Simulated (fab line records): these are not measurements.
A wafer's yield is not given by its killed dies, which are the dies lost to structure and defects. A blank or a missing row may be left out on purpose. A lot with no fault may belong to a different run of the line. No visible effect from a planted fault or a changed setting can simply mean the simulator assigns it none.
A single fault, viewed from 2 desks | flow n5 finfet | what lay behind the numbers comes last; until then each desk has only its own

## FROM THE METROLOGY DESK
Lot by lot, what the gauges showed, no matter which tool ran the lot: averages of those sampled wafers that carry a number. The brackets show how far a lot's mean lies from the usual mean; more than 4 standard deviations puts the lot out of limits, marked OUT. Readings shown: 7 of its 11, picked as those furthest out on some lot.
Columns: A = DIBL_N at N5_BEOL_M4_RC_MEAS_101, usual 36.4 mV/V; B = DIBL_P at N5_BEOL_M4_RC_MEAS_101, usual 36.5 mV/V; C = IOFF_N at N5_BEOL_M4_RC_MEAS_101, usual 0.154 nA/um; D = IOFF_P at N5_BEOL_M4_RC_MEAS_101, usual 0.202 nA/um; E = ION_P at N5_BEOL_M4_RC_MEAS_101, usual 460 uA/um; F = SS_N at N5_BEOL_M4_RC_MEAS_101, usual 71.6 mV/dec; G = SS_P at N5_BEOL_M4_RC_MEAS_101, usual 73.4 mV/dec
lot  | first seen here | A    | B    | C     | D     | E   | F    | G
L794 | day 5 08:19     | 36.5 | 35.3 | 0.150 | 0.179 | 453 | 72.1 | 73.0
L797 | day 6 00:34     | 37.9 | 38.0 | 0.161 | 0.192 | 450 | 71.4 | 73.5
L799 | day 6 19:55     | 36.7 | 36.2 | 0.160 | 0.210 | 467 | 71.2 | 73.7
L800 | day 6 20:09     | 35.3 | 35.1 | 0.154 | 0.189 | 458 | 71.4 | 73.5
L809 | day 9 00:15     | 34.5 | 35.2 | 0.135 | 0.194 | 459 | 71.2 | 73.0
L812 | day 9 23:08     | 36.7 | 36.2 | 0.145 | 0.243 | 462 | 71.8 | 73.4
L814 | day 10 10:17    | 38.2 | 40.8 | 0.200 | 0.252 | 460 | 72.5 | 74.1
L815 | day 11 05:11    | 35.0 | 35.3 | 0.136 | 0.202 | 463 | 71.1 | 72.5
L816 | day 11 05:19    | 36.9 | 38.4 | 0.178 | 0.208 | 458 | 71.6 | 73.7
Finding of this desk: none of the 9 lots has anything out of limits.

## TOOL OWNER'S DESK, ald sin-01
The tool's own readings at N5_MOL_CONTACT_COAG_ALD_131 (deposits SiO2, target thk 5 nm, pulse time 1 s, co reactant pulse time 1 s): means of the sampled wafers that have a number, for each lot that ran on this tool. The brackets show how far a lot's mean lies from the usual mean; more than 4 standard deviations puts the lot out of limits, marked OUT.
Columns: A = heater power w at N5_MOL_CONTACT_COAG_ALD_131, usual 82 W; B = precursor pulse height rel at N5_MOL_CONTACT_COAG_ALD_131, usual 1.001
lot  | first seen here | A  | B
L794 | day 5 09:35     | 79 | 1.001
L797 | day 6 02:00     | 73 | 0.984
L799 | day 6 23:00     | 74 | 1.016
L809 | day 9 01:40     | 76 | 1.006
L812 | day 10 00:25    | 79 | 0.990
Finding of this desk: none of the 5 lots has anything out of limits.

## PUT TOGETHER
At the metrology desk, nothing out of limits was observed.
Nothing out of limits was seen by the tool owner's desk.

## WHAT THE SIMULATOR HAD PUT IN
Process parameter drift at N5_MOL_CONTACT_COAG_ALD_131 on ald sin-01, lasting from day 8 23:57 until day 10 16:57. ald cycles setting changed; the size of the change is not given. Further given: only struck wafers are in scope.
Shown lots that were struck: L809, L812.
